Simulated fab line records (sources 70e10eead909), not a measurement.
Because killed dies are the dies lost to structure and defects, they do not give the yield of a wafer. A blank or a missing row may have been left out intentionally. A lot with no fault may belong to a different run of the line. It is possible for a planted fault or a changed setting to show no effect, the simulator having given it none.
Chamber matching :: flow nand_harc :: NHARC_P_GATE_DESCUM_48 on rie_diel-07: 4 sister chambers
The step chemistry O2, time 3 s. 30 wafers are shown with their chamber, then 12 later ones without.

== WAFERS, EACH WITH ITS CHAMBER ==
wafer: L074.2
chamber: 2
showerhead_plenum_p_Torr (Torr): 1.97
drypump_motor_current_A (A): 5.4
oes_product_au (a.u.): 1.001

wafer: L074.4
chamber: 3
showerhead_plenum_p_Torr (Torr): 2.05
drypump_motor_current_A (A): 5.6
oes_product_au (a.u.): 0.993

wafer: L074.6
chamber: 3
showerhead_plenum_p_Torr (Torr): 2.05
drypump_motor_current_A (A): 5.6
oes_product_au (a.u.): 0.990

wafer: L075.2
chamber: 1
showerhead_plenum_p_Torr (Torr): 2.04
drypump_motor_current_A (A): 5.5
oes_product_au (a.u.): 1.021

wafer: L075.3
chamber: 3
showerhead_plenum_p_Torr (Torr): 2.05
drypump_motor_current_A (A): 5.6
oes_product_au (a.u.): 0.994

wafer: L075.5
chamber: 0
showerhead_plenum_p_Torr (Torr): 1.97
drypump_motor_current_A (A): 5.1
oes_product_au (a.u.): 1.006

wafer: L077.2
chamber: 2
showerhead_plenum_p_Torr (Torr): 1.97
drypump_motor_current_A (A): 5.4
oes_product_au (a.u.): 0.999

wafer: L077.3
chamber: 1
showerhead_plenum_p_Torr (Torr): 2.04
drypump_motor_current_A (A): 5.5
oes_product_au (a.u.): 1.017

wafer: L077.5
chamber: 2
showerhead_plenum_p_Torr (Torr): 1.97
drypump_motor_current_A (A): 5.5
oes_product_au (a.u.): 0.999

wafer: L078.2
chamber: 2
showerhead_plenum_p_Torr (Torr): 1.97
drypump_motor_current_A (A): 5.4
oes_product_au (a.u.): 1.017

wafer: L078.3
chamber: 1
showerhead_plenum_p_Torr (Torr): 2.04
drypump_motor_current_A (A): 5.5
oes_product_au (a.u.): 1.017

wafer: L078.5
chamber: 3
showerhead_plenum_p_Torr (Torr): 2.05
drypump_motor_current_A (A): 5.6
oes_product_au (a.u.): 0.990

wafer: L080.2
chamber: 1
showerhead_plenum_p_Torr (Torr): 2.04
drypump_motor_current_A (A): 5.5
oes_product_au (a.u.): 1.013

wafer: L080.5
chamber: 2
showerhead_plenum_p_Torr (Torr): 1.97
drypump_motor_current_A (A): 5.4
oes_product_au (a.u.): 1.006

wafer: L080.6
chamber: 1
showerhead_plenum_p_Torr (Torr): 2.04
drypump_motor_current_A (A): 5.5
oes_product_au (a.u.): 1.010

wafer: L081.2
chamber: 3
showerhead_plenum_p_Torr (Torr): 2.04
drypump_motor_current_A (A): 5.6
oes_product_au (a.u.): 0.987

wafer: L081.4
chamber: 0
showerhead_plenum_p_Torr (Torr): 1.97
drypump_motor_current_A (A): 5.0
oes_product_au (a.u.): 1.000

wafer: L081.6
chamber: 1
showerhead_plenum_p_Torr (Torr): 2.04
drypump_motor_current_A (A): 5.5
oes_product_au (a.u.): 1.005

wafer: L083.1
chamber: 2
showerhead_plenum_p_Torr (Torr): 1.97
drypump_motor_current_A (A): 5.5
oes_product_au (a.u.): 0.985

wafer: L083.2
chamber: 0
showerhead_plenum_p_Torr (Torr): 1.97
drypump_motor_current_A (A): 5.1
oes_product_au (a.u.): 0.995

wafer: L083.3
chamber: 3
showerhead_plenum_p_Torr (Torr): 2.04
drypump_motor_current_A (A): 5.6
oes_product_au (a.u.): 0.999

wafer: L084.3
chamber: 3
showerhead_plenum_p_Torr (Torr): 2.04
drypump_motor_current_A (A): 5.6
oes_product_au (a.u.): 0.992

wafer: L084.4
chamber: 1
showerhead_plenum_p_Torr (Torr): 2.04
drypump_motor_current_A (A): 5.5
oes_product_au (a.u.): 1.006

wafer: L084.5
chamber: 2
showerhead_plenum_p_Torr (Torr): 1.97
drypump_motor_current_A (A): 5.5
oes_product_au (a.u.): 0.988

wafer: L088.2
chamber: 1
showerhead_plenum_p_Torr (Torr): 2.04
drypump_motor_current_A (A): 5.5
oes_product_au (a.u.): 1.006

wafer: L088.5
chamber: 3
showerhead_plenum_p_Torr (Torr): 2.04
drypump_motor_current_A (A): 5.6
oes_product_au (a.u.): 0.992

wafer: L088.6
chamber: 0
showerhead_plenum_p_Torr (Torr): 1.96
drypump_motor_current_A (A): 5.0
oes_product_au (a.u.): 0.998

wafer: L087.1
chamber: 0
showerhead_plenum_p_Torr (Torr): 1.96
drypump_motor_current_A (A): 5.1
oes_product_au (a.u.): 0.996

wafer: L087.3
chamber: 3
showerhead_plenum_p_Torr (Torr): 2.04
drypump_motor_current_A (A): 5.6
oes_product_au (a.u.): 0.992

wafer: L087.6
chamber: 1
showerhead_plenum_p_Torr (Torr): 2.04
drypump_motor_current_A (A): 5.5
oes_product_au (a.u.): 1.010

SIGNATURES (means of the wafers above)
reading: showerhead_plenum_p_Torr
chamber 0: 1.9660
chamber 1: 2.0400
chamber 2: 1.9700
chamber 3: 2.0444
scatter within a chamber: 0.00363

reading: drypump_motor_current_A
chamber 0: 5.060
chamber 1: 5.500
chamber 2: 5.443
chamber 3: 5.600
scatter within a chamber: 0.0335

reading: oes_product_au
chamber 0: 0.99900
chamber 1: 1.01167
chamber 2: 0.99929
chamber 3: 0.99211
scatter within a chamber: 0.00655
Rule: a wafer lies at a distance from a chamber equal to the root of the sum of squares, over the readings, of (its reading less the chamber's mean, divided by the reading's scatter). If the next closest chamber is less than 2 further off than the closest, the wafer can't be placed; otherwise it belongs to the closest. How the scatter is found: for the shown wafers, subtract from each reading the mean of its chamber, square and add these, divide the total by (wafers less chambers), then take the root.

== WAFERS WHOSE CHAMBER IS MISSING ==
wafer: L090.2
showerhead_plenum_p_Torr (Torr): 2.04
drypump_motor_current_A (A): 5.5
oes_product_au (a.u.): 1.006

wafer: L090.5
showerhead_plenum_p_Torr (Torr): 2.04
drypump_motor_current_A (A): 5.5
oes_product_au (a.u.): 1.008

wafer: L090.6
showerhead_plenum_p_Torr (Torr): 1.96
drypump_motor_current_A (A): 5.0
oes_product_au (a.u.): 1.008

wafer: L089.1
showerhead_plenum_p_Torr (Torr): 1.97
drypump_motor_current_A (A): 5.5
oes_product_au (a.u.): 1.005

wafer: L089.2
showerhead_plenum_p_Torr (Torr): 1.96
drypump_motor_current_A (A): 5.1
oes_product_au (a.u.): 0.992

wafer: L089.6
showerhead_plenum_p_Torr (Torr): 2.04
drypump_motor_current_A (A): 5.5
oes_product_au (a.u.): 1.012

wafer: L094.3
showerhead_plenum_p_Torr (Torr): 2.04
drypump_motor_current_A (A): 5.6
oes_product_au (a.u.): 0.969

wafer: L094.4
showerhead_plenum_p_Torr (Torr): 1.96
drypump_motor_current_A (A): 5.1
oes_product_au (a.u.): 0.992

wafer: L094.5
showerhead_plenum_p_Torr (Torr): 2.04
drypump_motor_current_A (A): 5.5
oes_product_au (a.u.): 1.001

wafer: L093.2
showerhead_plenum_p_Torr (Torr): 2.04
drypump_motor_current_A (A): 5.6
oes_product_au (a.u.): 0.982

wafer: L093.3
showerhead_plenum_p_Torr (Torr): 2.04
drypump_motor_current_A (A): 5.5
oes_product_au (a.u.): 1.000

wafer: L093.5
showerhead_plenum_p_Torr (Torr): 2.03
drypump_motor_current_A (A): 5.5
oes_product_au (a.u.): 1.002

== WHICH CHAMBER EACH ONE RAN IN ==
wafer: L090.2
from the rows above: 1
in truth: 1

wafer: L090.5
from the rows above: 1
in truth: 1

wafer: L090.6
from the rows above: 0
in truth: 0

wafer: L089.1
from the rows above: 2
in truth: 2

wafer: L089.2
from the rows above: 0
in truth: 0

wafer: L089.6
from the rows above: 1
in truth: 1

wafer: L094.3
from the rows above: 3
in truth: 3

wafer: L094.4
from the rows above: 0
in truth: 0

wafer: L094.5
from the rows above: can't be placed: 1 or 3
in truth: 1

wafer: L093.2
from the rows above: 3
in truth: 3

wafer: L093.3
from the rows above: can't be placed: 1 or 3
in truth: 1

wafer: L093.5
from the rows above: 1
in truth: 1
10 of 12 placed correctly. Cannot be placed on the basis of these rows: 2; the candidates contain the true chamber in 2. Placed wrongly: 0.
